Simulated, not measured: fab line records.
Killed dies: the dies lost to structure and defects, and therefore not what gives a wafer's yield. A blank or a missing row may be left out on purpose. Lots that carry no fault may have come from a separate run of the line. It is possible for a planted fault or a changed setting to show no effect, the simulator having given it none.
Split-lot experiment	flow n5 finfet	21 wafers read across 7 lots, on a route 1938 steps long

THE SPLIT ITSELF
At N5_SDB_COAT_03 (time 60 s, resist thk 100 nm), the setting spin rpm was moved away from the recipe's 1500 rpm on 10 of the 21 wafers read, by -9.7% to +10.0%. For the rest of the wafers, this setting stayed at what the recipe calls for.

FROM THE SPLIT TO THE READING: what the file shows between them, 7 steps
- N5_SDB_COAT_04: time 60 s, resist thk 18 nm
- N5_SDB_COAT_05: resist thk 90 nm
- N5_SDB_DESCUM_16: chemistry O2, time 7.9 s
- N5_SDB_ETCH_17: etches SiARC in CF4, target depth 23.4 nm, time 39 s
- N5_SDB_ETCH_18: etches SOC in N2/H2, target depth 100 nm, overetch 20 nm, time 150 s
- N5_SDB_STRIP_19: strips in N2/H2
- N5_SDB_STRIP_21: strips in CF4

THE READING
SOC_of_SDB_COAT_03.thk nm (the simulator's own value, which no gauge read), in nm, at N5_SDB_HM_OPEN_20 (chemistry CH3F/O2, target SiNx, stops on poly-Si, target depth 24 nm). The file does not state a usual value for it. The 11 wafers here that ran the recipe average 83.8 nm, standard deviation 0.29 nm.

wafer	tool, chamber at the split	spin rpm as run, rpm	against the recipe	SOC_of_SDB_COAT_03.thk nm, nm	against lot-mates on the recipe
L075.2	litho track-05, 0	1650	+10.0%	79.2	-5.0
L075.3	litho track-05, 0	1500	recipe	84.2	-
L075.4	litho track-05, 0	1650	+10.0%	79	-5.2
L077.3	litho track-02, 0	1500	recipe	83.8	-
L077.4	litho track-02, 0	1422	-5.2%	86.4	+2.6
L077.6	litho track-02, 0	1422	-5.2%	86.4	+2.6
L080.3	litho track-05, 0	1361	-9.3%	88.8	no lot-mate on the recipe
L080.4	litho track-05, 0	1361	-9.3%	88.8	no lot-mate on the recipe
L080.6	litho track-05, 0	1361	-9.3%	88.4	no lot-mate on the recipe
L084.1	litho track-05, 0	1500	recipe	83.6	-
L084.3	litho track-05, 0	1500	recipe	83.6	-
L084.5	litho track-05, 0	1500	recipe	84	-
L092.1	litho track-05, 0	1500	recipe	84	-
L092.3	litho track-05, 0	1500	recipe	83.6	-
L092.6	litho track-05, 0	1354	-9.7%	88.8	+5.0
L095.1	litho track-05, 0	1500	recipe	83.6	-
L095.6	litho track-05, 0	1500	recipe	83.6	-
L095.3	litho track-05, 0	1500	recipe	83.2	-
L096.2	litho track-05, 0	1545	+3.0%	82.2	-2.0
L096.3	litho track-05, 0	1545	+3.0%	82.6	-1.6
L096.4	litho track-05, 0	1500	recipe	84.2	-

FIT RESULTS
A straight line over all 21 wafers: SOC_of_SDB_COAT_03.thk nm changes by -0.5 nm for each +1% of spin rpm; r = -1.00; the points scatter about the line by 0.28 nm.
The same after taking each lot's own level away (the mean of its wafers on the recipe; 18 wafers): -0.513 nm for each +1%; r = -1.00; scatter 0.18 nm.
That fit puts the effect of the largest move of spin rpm on the reading at 5.1 nm.
From 83.47 to 84.20 nm: that is the span of the lots' own levels, equal to 2.5 times the standard deviation above.
So the lot-to-lot level changes the slope little: the two slopes agree.
Check: -5.24 nm against its lot-mates is what the line predicts for one of the wafers moved furthest among these (+10.0%) when that wafer is left out of the fit. It came out at -5 nm against them.

THE WHOLE CHAIN: every reading that the file lists as answering this split, in the file's order
step	what it does	reading	change (the file's fit)	r (the file's)
N5_SDB_COAT_03	time 60 s, resist thk 100 nm	SOC_of_SDB_COAT_03.thk nm (the simulator's own value, which no gauge read)	-0.499 nm for each +1% of the setting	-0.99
N5_SDB_ETCH_18	etches SOC in N2/H2, target depth 100 nm, overetch 20 nm, time 150 s	etch.depth nm (the simulator's own value, which no gauge read)	-0.5 nm for each +1% of the setting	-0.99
N5_SDB_HM_OPEN_20	chemistry CH3F/O2, target SiNx, stops on poly-Si, target depth 24 nm	SOC_of_SDB_COAT_03.thk nm (the simulator's own value, which no gauge read)	-0.514 nm for each +1% of the setting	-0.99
N5_SDB_STRIP_22	strips in N2/H2	strip time to endpoint s	withheld for each +1% of the setting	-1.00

THE FILE'S OWN FIT
SOC_of_SDB_COAT_03.thk nm changes by -0.514 nm for each +1% of spin rpm, r = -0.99.
